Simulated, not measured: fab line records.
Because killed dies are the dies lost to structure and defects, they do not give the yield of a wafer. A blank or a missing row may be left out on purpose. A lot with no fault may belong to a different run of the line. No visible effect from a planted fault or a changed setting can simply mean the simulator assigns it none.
fab line records ; flow n5Finfet
record: lots: 4; wafers: 12; lastDay: 19
route steps=1938 shown HKMG_FIN@429 BEOL_M4@1111 PASSIVATION@1936
lots with no fault: from the same line, run without faults
startH: hours from the record's first day to the start of the lot's first wafer shown ; waitH: hours from the lot's prior step to this one ; " repeats the value in the row above ; L1.1+2: a row that stands for several wafers ; - no value, or no start given ; * or withheld: withheld ; < > ~ a bound
route shown NAME@n: names a module that has steps shown in the file, with the first one's number in the route ; usual: mean/standard deviation of fault-free wafers ; same: alike in all rows ; chamber/n: place in a boat ; sites: readings site by site ; _std_site: standard deviation of those values ; _edge_site: outer sites' mean less inner sites' ; radiusMm: for every site, how far away it sits from the centre of the wafer ; mask NAME#n: copy n ; behind: the tool/chamber that last shaped the wafer ; hold: why the lot went on hold/how many hours it stayed there/how the hold came to an end ; device: the n, p or np transistor that did not switch ; end of line: the same wafers' tests at the end of the route ; a step without rows: its recipe alone ; killed: dies that structure and defects cost at the first sort, which is not the same as the wafer's yield ; map: a wafer's dies, x killed, . not, _ none there
set.NAME: the setting as run; set.NAME@STEP: as run at that earlier step ; model.NAME: the simulator's own value behind a step, which no gauge read
lots at selected steps of the route; one table per step, one row per wafer
== steps ==
step: N5_HKMG_FIN_DEVELOP_11
recipe: developTimeS: 30; developer: TMAH; resist: CAR-ArF; devTempC: 23; rinseLiquid: diw; dry: airSpin
step: N5_HKMG_FIN_DESCUM_17
recipe: chemistry: O2; timeS: 7.9; sourcePowerW: 50; biasPowerW: 20; pressureMtorr: 20; rfFrequencyHz: 2.712e+07; tempC: 40; resist: CAR-ArF; o2FlowSccm: 225
step: N5_HKMG_FIN_ETCH_31
recipe: chemistry: CF4; target: SiARC; targetDepthA: 455; maskMaterial: CAR-ArF; timeS: 75.8; ionEnergyEv: 80; pressureMtorr: 40; sourceW: 545; biasW: 36; Ar_flow_sccm: 100; cf4FlowSccm: 100; ends: cleared
step: N5_HKMG_FIN_ETCH_32
recipe: chemistry: N2/H2; target: SOC; targetDepthA: 2400; tempC: 40; timeS: 300; ionEnergyEv: 200; maskMaterial: SiARC; pressureMtorr: 30; sourceW: 840; biasW: 150; n2FlowSccm: 200; h2FlowSccm: 200
step: N5_HKMG_FIN_STRIP_33
recipe: chemistry: N2/H2; tempC: 40; n2FlowSccm: 200; h2FlowSccm: 200; rfFrequencyHz: 6e+07
step: N5_HKMG_FIN_STRIP_34
recipe: chemistry: CF4; resist: SiARC; powerW: 300; biasPowerW: 75; pressureMtorr: 50; cf4FlowSccm: 150; rfFrequencyHz: 6e+07
step: N5_HKMG_FIN_ETCH_35
recipe: chemistry: N2/H2; target: SOC; targetDepthA: 2158; ionEnergyEv: 65; biasW: 5; sourceW: 3000; timeS: 243.4; pressureMtorr: 30; n2FlowSccm: 200; h2FlowSccm: 200
step: N5_HKMG_FIN_STRIP_92
recipe: chemistry: N2/H2; material: SOC; timeS: 20; powerW: 500; tempC: 40; pressureMtorr: 50; rfFrequencyHz: 6e+07; biasPowerW: 8; h2Frac: 0.5; n2FlowSccm: 300; h2FlowSccm: 300
step: N5_HKMG_FIN_WET_ETCH_18
recipe: chemistry: SC1; target: TiN; mix: 1:1:5; tempC: *; timeS: 55; targetDepthNm: 5.2; dry: ipaMarangoni; rinseTimeS: 30; rinseTempC: 23
step: N5_HKMG_FIN_STRIP_19
recipe: chemistry: N2/H2; powerW: 2500; tempC: 300; h2Frac: 0.65; timeS: 360; pressureMtorr: withheld; n2FlowSccm: 1750; h2FlowSccm: 3250
usual: drypumpMotorCurrentA: 6.37/0.081; h2FlowSccm: 3250/11; heaterPowerW: 450/24
lot.wafer;tool;chamber;startH;waitH;drypumpMotorCurrentA;h2FlowSccm;heaterPowerW;rfHoursCounterH;model.SOC_of_HKMG_FIN_COAT_29.thkNm
L860.2;plasmaAsher-01;0;180.39;0.0;-;-;-;-;68.2
L860.3;plasmaAsher-01;1;180.39;0.0;-;-;-;-;72.4
L860.5;plasmaAsher-01;0;180.39;0.0;-;-;-;-;70.2
L861.1;plasmaAsher-01;1;186.74;0.0;-;-;-;-;72.8
L861.4;plasmaAsher-01;1;186.74;0.0;-;-;-;-;69.8
L861.5;plasmaAsher-01;1;186.74;0.0;-;-;-;-;64.8
L862.2;plasmaAsher-01;1;190.62;0.0;6.44;3251;437;94;0
L862.4;plasmaAsher-01;1;190.62;0.0;6.39;3246;452;-;0
L862.6;plasmaAsher-01;0;190.62;0.0;6.43;3256;423;-;0
L865.1;plasmaAsher-02;0;208.24;0.0;6.25;3243;452;72;0
L865.2;plasmaAsher-02;1;208.24;0.0;6.43;3253;480;72;0
L865.6;plasmaAsher-02;1;208.24;0.0;6.43;3241;486;-;0
step: N5_HKMG_FIN_ALD_91
recipe: material: TiN; targetThkA: 10; tempC: 400; aldPrecursorFamily: TiCl4; aldCoReactant: NH3; pulseTimeS: 1; purgeTimeS: 3; coReactantPurgeTimeS: 2; coReactantPulseTimeS: 2; aldCycles: 47; pressureTorr: 3
step: N5_BEOL_M4_RC_MEAS_101
usual: DIBL_N: 36.0/2.2; DIBL_P: 36.2/2.4; IOFF_N: 0.16/0.035; IOFF_P: 0.21/0.037; ION_N: 672/13; ION_P: 461/7; SS_N: 71.4/0.69; SS_P: 73.2/0.75; VT_N: 250/3.4; VT_P: -251/3
lot.wafer;tool;chamber;startH;waitH;DIBL_N[mV/V];DIBL_P[mV/V];IOFF_N[nA/um];IOFF_P[nA/um];ION_N[uA/um];ION_P[uA/um];SS_N[mV/dec];SS_P[mV/dec];VT_N[mV];VT_P[mV]
L862.2;prober-02;0;322.19;0.2;38.1;39.9;0.19;0.26;669;465;72.0;73.9;248;-246
L862.4;prober-02;0;322.19;0.2;35.9;36.5;0.15;0.20;660;451;71.4;73.1;253;-252
L862.6;prober-02;0;322.19;0.2;34.2;34.5;0.13;0.16;658;449;70.9;72.6;253;-252
L865.1;prober-02;0;338.03;0.0;31.7;32.4;0.11;0.14;658;455;70.7;72.2;257;-258
L865.2;prober-02;0;338.03;0.0;32.4;33.1;0.11;0.15;669;459;70.8;72.2;255;-256
L865.6;prober-02;0;338.03;0.0;31.6;31.1;0.11;0.13;657;447;70.8;71.9;253;-255
step: N5_PASSIVATION_PROBE_49
usual: defectLimitedYield: 91.2/1.4; killed_at_M0_to_M3: 34/9.4; killed_at_M4_up: 14/5.6; killedAtContacts: 13/7.8; killedAtFrontEnd: 37/10; killedAtOther: 4/3.3; killedDies: 103/17; killedOnRim: 14/3.5; killedOpen: 68/13; killedShort: 33/8.2; sort_bin_5_function: 5.1/0.92; sort_bin_6_memory: 3.3/0.71; sortNPass: 1077/17; sortYieldPct: 91.2/1.4
same: grossDies: 1180; killedAtBackSide: 0; sort_bin_4_leakage[%]: 0; sort_bin_8_speed[%]: 0
lot.wafer;tool;chamber;startH;waitH;defectLimitedYield[%];killed_at_M0_to_M3;killed_at_M4_up;killedAtContacts;killedAtFrontEnd;killedAtOther;killedDies;killedOnRim;killedOpen;killedShort;sort_bin_5_function[%];sort_bin_6_memory[%];sortNPass;sortYieldPct[%]
L860.2;prober-01;-;407.94;0.1;0;35;13;19;1109;4;1180;152;77;45;95.9;3.6;0;0
L860.3;prober-01;-;407.99;0.1;0;43;17;15;1103;2;1180;152;79;54;95.2;4.2;0;0
L860.5;prober-01;-;408.09;0.2;0;30;15;24;1109;2;1180;152;76;38;96.4;3.5;0;0
L861.1;prober-02;-;412.84;0.0;0;40;9;11;1116;4;1180;152;55;35;96.3;3.6;0;0
L861.4;prober-02;-;412.99;0.2;0;32;14;7;1122;5;1180;152;51;28;97.3;2.4;0;0
L861.5;prober-02;-;413.04;0.2;0;29;19;9;1120;3;1180;152;58;26;97.4;2.5;0;0
L862.2;prober-02;-;434.85;0.1;90.1;41;22;19;32;3;117;12;88;28;7.2;2.6;1063;90.1
L862.4;prober-02;-;434.95;0.2;92.1;36;22;5;28;2;93;11;55;31;4.7;2.4;1087;92.1
L862.6;prober-02;-;435.05;0.3;93.1;25;10;14;30;3;82;14;53;20;4.2;1.7;1098;93.1
L865.1;prober-02;-;452.51;0.0;93.7;27;8;3;32;4;74;8;41;32;3.6;2.3;1106;93.7
L865.2;prober-02;-;452.56;0.1;91.3;40;14;9;35;5;103;14;56;42;5.2;2.7;1077;91.3
L865.6;prober-02;-;452.76;0.3;90.7;39;20;10;34;7;110;16;76;34;5.8;3.3;1070;90.7
killed by level:class
L860.2 HKMG_FIN:areaAld=1058 MOL_CONTACT_COAG:geometricParticle:open=14 STI_FIN_REVEAL:geometricParticle:open=14 BEOL_M3:geometricParticle:open=9 BEOL_M1:geometricParticle:open=8 STI_FIN_REVEAL:geometricParticle:short=7 FIN_SAQP:geometricParticle:short=7 BEOL_M0_SAQP:geometricParticle:open=6
L860.3 HKMG_FIN:areaAld=1045 FIN_SAQP:geometricParticle:short=20 BEOL_M0_SAQP:geometricParticle:short=14 FIN_SAQP:geometricParticle:open=11 MOL_CONTACT_COAG:geometricParticle:open=11 STI_FIN_REVEAL:geometricParticle:open=9 BEOL_M0_SAQP:geometricParticle:open=9 BEOL_M4:geometricParticle:open=8
L860.5 HKMG_FIN:areaAld=1066 MOL_CONTACT_COAG:geometricParticle:open=20 FIN_SAQP:geometricParticle:short=13 BEOL_M2:geometricParticle:open=9 FIN_SAQP:geometricParticle:open=6 DUMMY_GATE:geometricParticle:open=5 BEOL_M0_SAQP:geometricParticle:short=5 STI_FIN_REVEAL:geometricParticle:open=4
L861.1 HKMG_FIN:areaAld=1090 BEOL_M0_SAQP:geometricParticle:short=13 BEOL_M0_SAQP:geometricParticle:open=12 MOL_CONTACT_COAG:geometricParticle:open=10 BEOL_M4:geometricParticle:open=6 STI_FIN_REVEAL:geometricParticle:open=5 FIN_SAQP:geometricParticle:open=4 ILD0:geometricParticle:open=3
L861.4 HKMG_FIN:areaAld=1100 BEOL_M0_SAQP:geometricParticle:open=11 BEOL_M0_SAQP:geometricParticle:short=9 BEOL_M4:geometricParticle:open=8 MOL_CONTACT_COAG:geometricParticle:open=7 BEOL_M3:geometricParticle:open=7 FIN_SAQP:geometricParticle:short=4 PASS1_CAP:geometricParticle:short=4
L861.5 HKMG_FIN:areaAld=1096 BEOL_M4:geometricParticle:open=10 BEOL_M0_SAQP:geometricParticle:open=9 BEOL_M0_SAQP:geometricParticle:short=8 MOL_CONTACT_COAG:geometricParticle:open=7 FIN_SAQP:geometricParticle:open=5 STI_FIN_REVEAL:geometricParticle:open=4 GATE_CUT:geometricParticle:open=4
L862.2 MOL_CONTACT_COAG:geometricParticle:open=16 BEOL_M1:geometricParticle:open=12 BEOL_M4:geometricParticle:open=11 BEOL_M2:geometricParticle:open=10 FIN_SAQP:geometricParticle:open=9 BEOL_M3:geometricParticle:open=7 BEOL_M0_SAQP:geometricParticle:open=6 FIN_SAQP:geometricParticle:short=5
L862.4 BEOL_M3:geometricParticle:open=14 BEOL_M4:geometricParticle:open=11 FIN_SAQP:geometricParticle:short=10 BEOL_M1:geometricParticle:open=6 HKMG_FIN:areaEtch=6 MOL_CONTACT_COAG:geometricParticle:open=5 BEOL_M0_SAQP:geometricParticle:open=5 BEOL_M1:geometricParticle:short=5
L862.6 MOL_CONTACT_COAG:geometricParticle:open=12 BEOL_M3:geometricParticle:open=9 HKMG_FIN:areaEtch=9 BEOL_M1:geometricParticle:open=8 BEOL_M4:geometricParticle:open=8 FIN_SAQP:geometricParticle:short=4 BEOL_M1:geometricParticle:short=4 STARTING-WAFER:geometricParticle:short=4
L865.1 STI_FIN_REVEAL:geometricParticle:open=7 BEOL_M2:geometricParticle:open=7 FIN_SAQP:geometricParticle:short=6 BEOL_M0_SAQP:geometricParticle:short=5 FIN_SAQP:geometricParticle:open=4 BEOL_M0_SAQP:geometricParticle:open=4 BEOL_M2:geometricParticle:short=4 BEOL_M3:geometricParticle:open=4
L865.2 BEOL_M2:geometricParticle:open=15 BEOL_M0_SAQP:geometricParticle:short=10 BEOL_M4:geometricParticle:open=9 MOL_CONTACT_COAG:geometricParticle:open=8 FIN_SAQP:geometricParticle:short=7 BEOL_M2:geometricParticle:short=7 STI_FIN_REVEAL:geometricParticle:open=5 HKMG_FIN:areaEtch=5
L865.6 BEOL_M2:geometricParticle:open=12 BEOL_M4:geometricParticle:open=11 MOL_CONTACT_COAG:geometricParticle:open=9 STI_FIN_REVEAL:geometricParticle:open=8 BEOL_M2:geometricParticle:short=8 BEOL_M3:geometricParticle:open=8 DUMMY_GATE:geometricParticle:open=5 BEOL_M0_SAQP:geometricParticle:short=5
map L860.2 (x killed, . not)
_________________xxxxxxxxxxxx________________
______________xxxxxxxxxxxxxxxxxx_____________
___________xxxxxxxxxxxxxxxxxxxxxxxx__________
__________xxxxxxxxxxxxxxxxxxxxxxxxxx_________
________xxxxxxxxxxxxxxxxxxxxxxxxxxxxxx_______
_______xxxxxxxxxxxxxxxxxxxxxxxxxxxxxxxx______
______xxxxxxxxxxxxxxxxxxxxxxxxxxxxxxxxxx_____
_____xxxxxxxxxxxxxxxxxxxxxxxxxxxxxxxxxxxx____
____xxxxxxxxxxxxxxxxxxxxxxxxxxxxxxxxxxxxxx___
___xxxxxxxxxxxxxxxxxxxxxxxxxxxxxxxxxxxxxxxx__
___xxxxxxxxxxxxxxxxxxxxxxxxxxxxxxxxxxxxxxxx__
__xxxxxxxxxxxxxxxxxxxxxxxxxxxxxxxxxxxxxxxxxx_
__xxxxxxxxxxxxxxxxxxxxxxxxxxxxxxxxxxxxxxxxxx_
_xxxxxxxxxxxxxxxxxxxxxxxxxxxxxxxxxxxxxxxxxxxx
_xxxxxxxxxxxxxxxxxxxxxxxxxxxxxxxxxxxxxxxxxxxx
_xxxxxxxxxxxxxxxxxxxxxxxxxxxxxxxxxxxxxxxxxxxx
_xxxxxxxxxxxxxxxxxxxxxxxxxxxxxxxxxxxxxxxxxxxx
_xxxxxxxxxxxxxxxxxxxxxxxxxxxxxxxxxxxxxxxxxxxx
_xxxxxxxxxxxxxxxxxxxxxxxxxxxxxxxxxxxxxxxxxxxx
_xxxxxxxxxxxxxxxxxxxxxxxxxxxxxxxxxxxxxxxxxxxx
_xxxxxxxxxxxxxxxxxxxxxxxxxxxxxxxxxxxxxxxxxxxx
__xxxxxxxxxxxxxxxxxxxxxxxxxxxxxxxxxxxxxxxxxx_
__xxxxxxxxxxxxxxxxxxxxxxxxxxxxxxxxxxxxxxxxxx_
___xxxxxxxxxxxxxxxxxxxxxxxxxxxxxxxxxxxxxxxx__
___xxxxxxxxxxxxxxxxxxxxxxxxxxxxxxxxxxxxxxxx__
____xxxxxxxxxxxxxxxxxxxxxxxxxxxxxxxxxxxxxx___
_____xxxxxxxxxxxxxxxxxxxxxxxxxxxxxxxxxxxx____
______xxxxxxxxxxxxxxxxxxxxxxxxxxxxxxxxxx_____
_______xxxxxxxxxxxxxxxxxxxxxxxxxxxxxxxx______
________xxxxxxxxxxxxxxxxxxxxxxxxxxxxxx_______
__________xxxxxxxxxxxxxxxxxxxxxxxxxx_________
___________xxxxxxxxxxxxxxxxxxxxxxxx__________
______________xxxxxxxxxxxxxxxxxx_____________
_________________xxxxxxxxxxxx________________
map L861.1 (x killed, . not)
_________________xxxxxxxxxxxx________________
______________xxxxxxxxxxxxxxxxxx_____________
___________xxxxxxxxxxxxxxxxxxxxxxxx__________
__________xxxxxxxxxxxxxxxxxxxxxxxxxx_________
________xxxxxxxxxxxxxxxxxxxxxxxxxxxxxx_______
_______xxxxxxxxxxxxxxxxxxxxxxxxxxxxxxxx______
______xxxxxxxxxxxxxxxxxxxxxxxxxxxxxxxxxx_____
_____xxxxxxxxxxxxxxxxxxxxxxxxxxxxxxxxxxxx____
____xxxxxxxxxxxxxxxxxxxxxxxxxxxxxxxxxxxxxx___
___xxxxxxxxxxxxxxxxxxxxxxxxxxxxxxxxxxxxxxxx__
___xxxxxxxxxxxxxxxxxxxxxxxxxxxxxxxxxxxxxxxx__
__xxxxxxxxxxxxxxxxxxxxxxxxxxxxxxxxxxxxxxxxxx_
__xxxxxxxxxxxxxxxxxxxxxxxxxxxxxxxxxxxxxxxxxx_
_xxxxxxxxxxxxxxxxxxxxxxxxxxxxxxxxxxxxxxxxxxxx
_xxxxxxxxxxxxxxxxxxxxxxxxxxxxxxxxxxxxxxxxxxxx
_xxxxxxxxxxxxxxxxxxxxxxxxxxxxxxxxxxxxxxxxxxxx
_xxxxxxxxxxxxxxxxxxxxxxxxxxxxxxxxxxxxxxxxxxxx
_xxxxxxxxxxxxxxxxxxxxxxxxxxxxxxxxxxxxxxxxxxxx
_xxxxxxxxxxxxxxxxxxxxxxxxxxxxxxxxxxxxxxxxxxxx
_xxxxxxxxxxxxxxxxxxxxxxxxxxxxxxxxxxxxxxxxxxxx
_xxxxxxxxxxxxxxxxxxxxxxxxxxxxxxxxxxxxxxxxxxxx
__xxxxxxxxxxxxxxxxxxxxxxxxxxxxxxxxxxxxxxxxxx_
__xxxxxxxxxxxxxxxxxxxxxxxxxxxxxxxxxxxxxxxxxx_
___xxxxxxxxxxxxxxxxxxxxxxxxxxxxxxxxxxxxxxxx__
___xxxxxxxxxxxxxxxxxxxxxxxxxxxxxxxxxxxxxxxx__
____xxxxxxxxxxxxxxxxxxxxxxxxxxxxxxxxxxxxxx___
_____xxxxxxxxxxxxxxxxxxxxxxxxxxxxxxxxxxxx____
______xxxxxxxxxxxxxxxxxxxxxxxxxxxxxxxxxx_____
_______xxxxxxxxxxxxxxxxxxxxxxxxxxxxxxxx______
________xxxxxxxxxxxxxxxxxxxxxxxxxxxxxx_______
__________xxxxxxxxxxxxxxxxxxxxxxxxxx_________
___________xxxxxxxxxxxxxxxxxxxxxxxx__________
______________xxxxxxxxxxxxxxxxxx_____________
_________________xxxxxxxxxxxx________________
== key ==
firstSign: step: N5_HKMG_FIN_STRIP_19; reading: toolRecord; direction: missing
effect: step: N5_PASSIVATION_PROBE_49; reading: killedAtFrontEnd; direction: up; sigmas: 99+; usual: 37; struck: 1113
modelEffect: step: N5_HKMG_FIN_STRIP_19; value: SOC_of_HKMG_FIN_COAT_29.thkNm; without: 0; struck: 69.7
moreKillsBornAt: N5_HKMG_FIN_ALD_91@aldMetal-01: 3286; N5_HKMG_FIN_ALD_91@aldMetal-03: 3169
metAt N5_HKMG_FIN_STRIP_19
struckWafers L860.2,L860.3,L860.5,L861.1,L861.4,L861.5
laterRowsLeftOut L860.2,L860.3,L860.5,L861.1,L861.4,L861.5
fault: kind: skippedStepWhole; tool: plasmaAsher-01; chamber: -; onsetH: 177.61; steps: N5_HKMG_FIN_STRIP_19; scope: struckLotsOnly
laterRowsLeftOut: the simulator's readings of these wafers behind a module that went badly wrong aren't trusted and aren't shown, but for the sort
